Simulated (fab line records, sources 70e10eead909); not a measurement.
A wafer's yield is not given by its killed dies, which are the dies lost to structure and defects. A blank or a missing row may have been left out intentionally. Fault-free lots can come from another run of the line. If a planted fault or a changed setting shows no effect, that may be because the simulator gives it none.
Matching of chambers -- flow nand_harc -- 3 sister chambers for NHARC_A_CONTACT_DEP_29 on pecvd-02
The step deposits SiON, target thk 70 nm. 3 wafers are shown with their chamber, then 12 later ones without.

## WAFERS WITH THEIR CHAMBER
wafer,chamber,heater_power_w (W)
L087.4,1,809
L086.4,2,673
L086.5,0,691

## WAFERS WHOSE CHAMBER IS MISSING
wafer,heater_power_w (W)
L085.3,682
L085.5,682
L085.6,782
L092.1,719
L092.5,599
L092.6,727
L093.2,701
L093.3,664
L093.6,684
L094.1,683
L094.4,677
L094.6,701

## EACH ONE'S CHAMBER
wafer,from the rows above,in truth
L085.3,can't be placed: 0 or 2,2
L085.5,can't be placed: 0 or 2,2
L085.6,1,1
L092.1,can't be placed: 0 or 2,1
L092.5,can't be placed: 2 or 0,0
L092.6,can't be placed: 0 or 2 or 1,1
L093.2,can't be placed: 0 or 2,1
L093.3,can't be placed: 2 or 0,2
L093.6,can't be placed: 0 or 2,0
L094.1,can't be placed: 0 or 2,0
L094.4,can't be placed: 2 or 0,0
L094.6,can't be placed: 0 or 2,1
Placed correctly: 1 of 12. Can't be placed from these rows: 11 (the true chamber is among the candidates in 8). Number placed wrongly: 0.
How it was worked out, from the rows above alone: a wafer's distance from a chamber is the root of the sum, over the readings, of the square of ((its reading less the chamber's mean) divided by the reading's scatter). If the next closest chamber is less than 2 further off than the closest, the wafer can't be placed; otherwise it belongs to the closest. For every chamber, the mean is computed from those of its wafers that are shown. The scatter: with one shown wafer a chamber, the root of the mean of the squares of how far each hidden wafer lies from its nearest shown one.
